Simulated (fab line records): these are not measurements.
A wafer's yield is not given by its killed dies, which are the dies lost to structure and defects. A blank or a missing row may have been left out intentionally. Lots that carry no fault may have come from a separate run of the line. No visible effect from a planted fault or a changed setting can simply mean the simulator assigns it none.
Chamber matching / flow n5Finfet / rieDiel-05 running N5_FIN_SAQP_ETCH_67: 4 sister chambers
The step etches SiNx in CH3F/O2, target depth 30 nm. 16 wafers are shown with their chamber, then 8 later ones without.

EACH WAFER AND ITS CHAMBER
wafer=L075.1; chamber=2; showerheadPlenumPTorr (Torr)=2.02; rfVppV (V)=297; throttleValvePct (%)=16.2
wafer=L075.3; chamber=1; showerheadPlenumPTorr (Torr)=1.89; rfVppV (V)=299; throttleValvePct (%)=16.6
wafer=L075.5; chamber=0; showerheadPlenumPTorr (Torr)=1.92; rfVppV (V)=301; throttleValvePct (%)=16.6
wafer=L079.1; chamber=2; showerheadPlenumPTorr (Torr)=2.02; rfVppV (V)=297; throttleValvePct (%)=15.8
wafer=L079.3; chamber=1; showerheadPlenumPTorr (Torr)=1.89; rfVppV (V)=297; throttleValvePct (%)=16.7
wafer=L079.6; chamber=0; showerheadPlenumPTorr (Torr)=1.92; rfVppV (V)=301; throttleValvePct (%)=16.6
wafer=L082.1; chamber=1; showerheadPlenumPTorr (Torr)=1.88; rfVppV (V)=298; throttleValvePct (%)=16.7
wafer=L082.2; chamber=0; showerheadPlenumPTorr (Torr)=1.92; rfVppV (V)=301; throttleValvePct (%)=16.6
wafer=L082.3; chamber=3; showerheadPlenumPTorr (Torr)=2.05; rfVppV (V)=307; throttleValvePct (%)=16.5
wafer=L084.2; chamber=3; showerheadPlenumPTorr (Torr)=2.05; rfVppV (V)=309; throttleValvePct (%)=16.5
wafer=L084.3; chamber=1; showerheadPlenumPTorr (Torr)=1.88; rfVppV (V)=299; throttleValvePct (%)=16.7
wafer=L084.5; chamber=1; showerheadPlenumPTorr (Torr)=1.88; rfVppV (V)=298; throttleValvePct (%)=16.7
wafer=L091.2; chamber=1; showerheadPlenumPTorr (Torr)=1.88; rfVppV (V)=297; throttleValvePct (%)=16.7
wafer=L091.3; chamber=3; showerheadPlenumPTorr (Torr)=2.04; rfVppV (V)=306; throttleValvePct (%)=16.6
wafer=L091.4; chamber=0; showerheadPlenumPTorr (Torr)=1.91; rfVppV (V)=300; throttleValvePct (%)=16.7
wafer=L092.2; chamber=2; showerheadPlenumPTorr (Torr)=2.01; rfVppV (V)=294; throttleValvePct (%)=15.8

SIGNATURES (means of the wafers above)
reading=showerheadPlenumPTorr; chamber 0=1.9175; chamber 1=1.8833; chamber 2=2.0167; chamber 3=2.0467; scatter within a chamber=0.00534
reading=rfVppV; chamber 0=300.75; chamber 1=298.00; chamber 2=296.00; chamber 3=307.33; scatter within a chamber=1.13
reading=throttleValvePct; chamber 0=16.625; chamber 1=16.683; chamber 2=15.933; chamber 3=16.533; scatter within a chamber=0.104
Rule: distance of a wafer from a chamber = root of the sum over the readings of ((wafer's reading minus chamber's mean) / reading's scatter) squared. If the next closest chamber is less than 2 further off than the closest, the wafer can't be placed; otherwise it belongs to the closest. How the scatter is found: for the shown wafers, subtract from each reading the mean of its chamber, square and add these, divide the total by (wafers less chambers), then take the root.

WAFERS WITHOUT THEIR CHAMBER
wafer=L092.5; showerheadPlenumPTorr (Torr)=1.91; rfVppV (V)=301; throttleValvePct (%)=16.7
wafer=L092.6; showerheadPlenumPTorr (Torr)=2.01; rfVppV (V)=295; throttleValvePct (%)=15.8
wafer=L093.2; showerheadPlenumPTorr (Torr)=2.01; rfVppV (V)=296; throttleValvePct (%)=15.8
wafer=L093.4; showerheadPlenumPTorr (Torr)=2.01; rfVppV (V)=297; throttleValvePct (%)=15.8
wafer=L093.5; showerheadPlenumPTorr (Torr)=1.87; rfVppV (V)=298; throttleValvePct (%)=16.7
wafer=L096.1; showerheadPlenumPTorr (Torr)=2.01; rfVppV (V)=296; throttleValvePct (%)=15.8
wafer=L096.3; showerheadPlenumPTorr (Torr)=2.04; rfVppV (V)=306; throttleValvePct (%)=16.1
wafer=L096.4; showerheadPlenumPTorr (Torr)=1.87; rfVppV (V)=299; throttleValvePct (%)=16.7

WHICH CHAMBER EACH WENT THROUGH
wafer=L092.5; from the rows above=0; in truth=0
wafer=L092.6; from the rows above=2; in truth=2
wafer=L093.2; from the rows above=2; in truth=2
wafer=L093.4; from the rows above=2; in truth=2
wafer=L093.5; from the rows above=1; in truth=1
wafer=L096.1; from the rows above=2; in truth=2
wafer=L096.3; from the rows above=3; in truth=3
wafer=L096.4; from the rows above=1; in truth=1
8 of 8 placed correctly. Not placeable from these rows: 0. 0 placed wrongly.
